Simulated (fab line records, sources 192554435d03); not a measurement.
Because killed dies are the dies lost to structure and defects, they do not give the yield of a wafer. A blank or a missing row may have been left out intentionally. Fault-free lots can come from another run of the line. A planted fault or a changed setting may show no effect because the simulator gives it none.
Which tool was responsible? :: flow n5 finfet :: Sampling: 11 lots, 33 wafers, 4 of 1938 route steps

WHAT EACH GAUGE READ, for each wafer
The record lacks any reading of a measuring or inspecting step that a usual standard deviation could be used to judge.

TOOL THAT RAN EACH LOT (tool first, then ch and the chambers of the sampled wafers, then the start)
lot: L303
N5_MOL_CONTACT_COAG_CMP_23: cmp-04 ch 0,1, day 4 22:28
N5_BEOL_M15_CMP_49: cmp-04 ch 1,2,3, day 11 03:53
N5_MIM_TOP_ETCH_STRIP_01: rie diel-03 ch 0,2, day 11 08:31
N5_PASSIVATION_PROBE_49: -

lot: L304
N5_MOL_CONTACT_COAG_CMP_23: cmp-04 ch 1,2,3, day 5 10:53
N5_BEOL_M15_CMP_49: cmp-02 ch 0,1,3, day 11 09:01
N5_MIM_TOP_ETCH_STRIP_01: rie diel-05 ch 1,3, day 11 14:19
N5_PASSIVATION_PROBE_49: -

lot: L305
N5_MOL_CONTACT_COAG_CMP_23: cmp-03 ch 0,1,2, day 5 11:24
N5_BEOL_M15_CMP_49: cmp-03 ch 0,1,3, day 12 06:40
N5_MIM_TOP_ETCH_STRIP_01: rie diel-05 ch 2,3, day 12 12:05
N5_PASSIVATION_PROBE_49: -

lot: L308
N5_MOL_CONTACT_COAG_CMP_23: cmp-04 ch 0,2,3, day 6 05:14
N5_BEOL_M15_CMP_49: cmp-03 ch 0,1,3, day 12 09:11
N5_MIM_TOP_ETCH_STRIP_01: rie diel-03 ch 0,1,2, day 12 13:27
N5_PASSIVATION_PROBE_49: -

lot: L311
N5_MOL_CONTACT_COAG_CMP_23: cmp-04 ch 2,3, day 6 21:05
N5_BEOL_M15_CMP_49: cmp-04 ch 1,3, day 13 07:35
N5_MIM_TOP_ETCH_STRIP_01: rie diel-03 ch 1,3, day 13 10:53
N5_PASSIVATION_PROBE_49: -

lot: L312
N5_MOL_CONTACT_COAG_CMP_23: cmp-04 ch 0,2, day 7 05:55
N5_BEOL_M15_CMP_49: cmp-02 ch 0,3, day 12 22:53
N5_MIM_TOP_ETCH_STRIP_01: rie diel-03 ch 1,2,3, day 13 03:52
N5_PASSIVATION_PROBE_49: -

lot: L313
N5_MOL_CONTACT_COAG_CMP_23: cmp-04 ch 1,2,3, day 7 19:36
N5_BEOL_M15_CMP_49: cmp-03 ch 0,1,3, day 13 12:29
N5_MIM_TOP_ETCH_STRIP_01: rie diel-05 ch 1,2,3, day 13 15:53
N5_PASSIVATION_PROBE_49: prober-01, day 14 05:55

lot: L314
N5_MOL_CONTACT_COAG_CMP_23: cmp-04 ch 0,1,2, day 7 19:52
N5_BEOL_M15_CMP_49: cmp-04 ch 0,1,2, day 14 09:17
N5_MIM_TOP_ETCH_STRIP_01: rie diel-03 ch 2,3, day 14 16:14
N5_PASSIVATION_PROBE_49: prober-02, day 15 03:38

lot: L318
N5_MOL_CONTACT_COAG_CMP_23: cmp-03 ch 0,1,3, day 8 16:36
N5_BEOL_M15_CMP_49: cmp-04 ch 0,2,3, day 15 03:58
N5_MIM_TOP_ETCH_STRIP_01: rie diel-03 ch 0,1,2, day 15 08:17
N5_PASSIVATION_PROBE_49: -

lot: L324
N5_MOL_CONTACT_COAG_CMP_23: cmp-03 ch 0,1,3, day 10 04:56
N5_BEOL_M15_CMP_49: cmp-03 ch 1,2,3, day 16 18:57
N5_MIM_TOP_ETCH_STRIP_01: rie diel-04 ch 1,2,3, day 16 22:54
N5_PASSIVATION_PROBE_49: -

lot: L325
N5_MOL_CONTACT_COAG_CMP_23: cmp-03 ch 1,2, day 10 08:05
N5_BEOL_M15_CMP_49: cmp-04 ch 1,3, day 17 04:56
N5_MIM_TOP_ETCH_STRIP_01: rie diel-04 ch 2,3, day 17 09:43
N5_PASSIVATION_PROBE_49: -
- N5_MOL_CONTACT_COAG_CMP_23: polishes, stops on SiO2, t overpolish 1.5 s, target thk 0 nm.
- N5_BEOL_M15_CMP_49: polishes, stops on SiO2, t overpolish 4.9 s, target thk 850 nm.
- N5_MIM_TOP_ETCH_STRIP_01: strips in O2.
- N5_PASSIVATION_PROBE_49

AS READ BY THE TOOLS THEMSELVES (means over the sampled wafers that have a number; for cases with no such wafer, the mark the record gives instead)
N5_MOL_CONTACT_COAG_CMP_23.
lot: L303
tool: cmp-04
head pressure psi (psi): 2.003
motor current A (A): 7.6
overpolish run s (s): 1.494
time to endpoint s (s): 10.6

lot: L304
tool: cmp-04
head pressure psi (psi): 2.000
motor current A (A): 7.5
overpolish run s (s): 1.510
time to endpoint s (s): 8.9

lot: L305
tool: cmp-03
head pressure psi (psi): 2.000
motor current A (A): 8.8
overpolish run s (s): 1.498
time to endpoint s (s): 8.5

lot: L308
tool: cmp-04
head pressure psi (psi): 1.999
motor current A (A): 7.7
overpolish run s (s): 1.495
time to endpoint s (s): 8.4

lot: L311
tool: cmp-04
head pressure psi (psi): 2.002
motor current A (A): 7.6
overpolish run s (s): 1.504
time to endpoint s (s): 6.0

lot: L312
tool: cmp-04
head pressure psi (psi): 2.002
motor current A (A): 7.3
overpolish run s (s): 1.499
time to endpoint s (s): 10.2

lot: L313
tool: cmp-04
head pressure psi (psi): 2.003
motor current A (A): 7.9
overpolish run s (s): 1.497
time to endpoint s (s): 8.3

lot: L314
tool: cmp-04
head pressure psi (psi): 1.999
motor current A (A): 7.8
overpolish run s (s): 1.506
time to endpoint s (s): 9.7

lot: L318
tool: cmp-03
head pressure psi (psi): 2.000
motor current A (A): 8.4
overpolish run s (s): 1.496
time to endpoint s (s): 10.8

lot: L324
tool: cmp-03
head pressure psi (psi): 1.999
motor current A (A): 8.4
overpolish run s (s): 1.506
time to endpoint s (s): 8.7

lot: L325
tool: cmp-03
head pressure psi (psi): 2.001
motor current A (A): 8.4
overpolish run s (s): 1.502
time to endpoint s (s): 8.9

N5_BEOL_M15_CMP_49.
lot: L303
tool: cmp-04
barrier field endpoint s (s): 11.12
clearing platen down force psi (psi): 2.003
head pressure psi (psi): 2.005
motor current A (A): 7.8
overpolish run s (s): 4.888

lot: L304
tool: cmp-02
barrier field endpoint s (s): 11.60
clearing platen down force psi (psi): 2.000
head pressure psi (psi): 2.000
motor current A (A): 8.3
overpolish run s (s): 4.907

lot: L305
tool: cmp-03
barrier field endpoint s (s): 11.67
clearing platen down force psi (psi): 1.999
head pressure psi (psi): 2.005
motor current A (A): 8.2
overpolish run s (s): 4.896

lot: L308
tool: cmp-03
barrier field endpoint s (s): 11.68
clearing platen down force psi (psi): 2.000
head pressure psi (psi): 1.999
motor current A (A): 8.6
overpolish run s (s): 4.904

lot: L311
tool: cmp-04
barrier field endpoint s (s): 11.46
clearing platen down force psi (psi): 2.000
head pressure psi (psi): 2.002
motor current A (A): 7.5
overpolish run s (s): 4.899

lot: L312
tool: cmp-02
barrier field endpoint s (s): 11.36
clearing platen down force psi (psi): 2.001
head pressure psi (psi): 2.007
motor current A (A): 7.7
overpolish run s (s): 4.906

lot: L313
tool: cmp-03
barrier field endpoint s (s): 11.41
clearing platen down force psi (psi): 2.001
head pressure psi (psi): 2.003
motor current A (A): 8.3
overpolish run s (s): 4.902

lot: L314
tool: cmp-04
barrier field endpoint s (s): 11.42
clearing platen down force psi (psi): 1.998
head pressure psi (psi): 2.000
motor current A (A): 7.6
overpolish run s (s): 4.896

lot: L318
tool: cmp-04
barrier field endpoint s (s): 10.93
clearing platen down force psi (psi): 2.002
head pressure psi (psi): 1.997
motor current A (A): 7.7
overpolish run s (s): 4.900

lot: L324
tool: cmp-03
barrier field endpoint s (s): 11.28
clearing platen down force psi (psi): 2.004
head pressure psi (psi): 2.000
motor current A (A): 8.5
overpolish run s (s): 4.907

lot: L325
tool: cmp-04
barrier field endpoint s (s): 11.65
clearing platen down force psi (psi): 2.003
head pressure psi (psi): 1.999
motor current A (A): 7.6
overpolish run s (s): 4.902

N5_MIM_TOP_ETCH_STRIP_01.
lot: L303
tool: rie diel-03
drypump motor current A (A): 6.07
o2 flow sccm (sccm): 224.3
oes product au (a.u.): 0.72
rf vpp V (V): 3.9
showerhead plenum p Torr (Torr): 2.12
throttle valve pct (%): 16.95

lot: L304
tool: rie diel-05
drypump motor current A (A): 5.89
o2 flow sccm (sccm): 225.0
oes product au (a.u.): 0.81
rf vpp V (V): 3.0
showerhead plenum p Torr (Torr): 2.02
throttle valve pct (%): 16.72

lot: L305
tool: rie diel-05
drypump motor current A (A): 5.93
o2 flow sccm (sccm): 224.7
oes product au (a.u.): 0.76
rf vpp V (V): 3.4
showerhead plenum p Torr (Torr): 2.07
throttle valve pct (%): 16.89

lot: L308
tool: rie diel-03
drypump motor current A (A): 5.86
o2 flow sccm (sccm): 224.9
oes product au (a.u.): 0.73
rf vpp V (V): 4.0
showerhead plenum p Torr (Torr): 2.09
throttle valve pct (%): 16.94

lot: L311
tool: rie diel-03
drypump motor current A (A): 5.72
o2 flow sccm (sccm): 225.5
oes product au (a.u.): 0.84
rf vpp V (V): 3.7
showerhead plenum p Torr (Torr): 2.15
throttle valve pct (%): 16.56

lot: L312
tool: rie diel-03
drypump motor current A (A): 5.67
o2 flow sccm (sccm): 224.6
oes product au (a.u.): 0.80
rf vpp V (V): 4.0
showerhead plenum p Torr (Torr): 2.14
throttle valve pct (%): 16.74

lot: L313
tool: rie diel-05
drypump motor current A (A): 5.83
o2 flow sccm (sccm): 225.1
oes product au (a.u.): 0.82
rf vpp V (V): 4.4
showerhead plenum p Torr (Torr): 2.10
throttle valve pct (%): 16.72

lot: L314
tool: rie diel-03
drypump motor current A (A): 5.75
o2 flow sccm (sccm): 224.5
oes product au (a.u.): 0.83
rf vpp V (V): 3.6
showerhead plenum p Torr (Torr): 2.21
throttle valve pct (%): 16.59

lot: L318
tool: rie diel-03
drypump motor current A (A): 5.85
o2 flow sccm (sccm): 225.6
oes product au (a.u.): 0.71
rf vpp V (V): 4.4
showerhead plenum p Torr (Torr): 2.09
throttle valve pct (%): 16.96

lot: L324
tool: rie diel-04
drypump motor current A (A): 5.95
o2 flow sccm (sccm): 225.2
oes product au (a.u.): 0.77
rf vpp V (V): 3.2
showerhead plenum p Torr (Torr): 2.10
throttle valve pct (%): 16.65

lot: L325
tool: rie diel-04
drypump motor current A (A): 6.01
o2 flow sccm (sccm): 224.6
oes product au (a.u.): 0.73
rf vpp V (V): 4.3
showerhead plenum p Torr (Torr): 2.11
throttle valve pct (%): 16.84

N5_PASSIVATION_PROBE_49.
lot: L313
tool: prober-01
defect limited yield (%): 46.9
killed_at_M0_to_M3: 29
killed_at_M4_up: 9
killed at contacts: 542
killed at front end: 45
killed at other: 1
killed dies: 626
killed on rim: 82
killed open: 58
killed short: 34
sort_bin_5_function (%): 33.0
sort_bin_6_memory (%): 16.2
sort n pass: 554
sort yield pct (%): 46.9

lot: L314
tool: prober-02
defect limited yield (%): 49.4
killed_at_M0_to_M3: 12
killed_at_M4_up: 9
killed at contacts: 535
killed at front end: 37
killed at other: 5
killed dies: 597
killed on rim: 77
killed open: 49
killed short: 28
sort_bin_5_function (%): 30.7
sort_bin_6_memory (%): 16.4
sort n pass: 583
sort yield pct (%): 49.4

THE ANSWER, worked out from the rows above alone
Rule: the usual values come from the lots themselves. Put in order of their means at a reading, lots are off if they are a third of the lots or fewer, leave a main group of 4 or more, and stand apart from it by a gap of 3 or more times the standard deviation of the main group's means; of several such gaps the widest counts. A main group whose means are all the same, to the digits that the tables above print for the reading, isn't used. A lot without any number at a reading at which 4 lots or more have one is off too. Any other lot the step has rows for is counted as sound. Order of review: gauges by route order, followed by the tools' own readings, for which a lot's mean as printed above is used. At the first step where some lot is off, the reading lying furthest off is the one used; lots without a number count as furthest.
Nothing can be told from this: no lot is off at any reading shown.

WHAT THE SIMULATOR HAD INSERTED
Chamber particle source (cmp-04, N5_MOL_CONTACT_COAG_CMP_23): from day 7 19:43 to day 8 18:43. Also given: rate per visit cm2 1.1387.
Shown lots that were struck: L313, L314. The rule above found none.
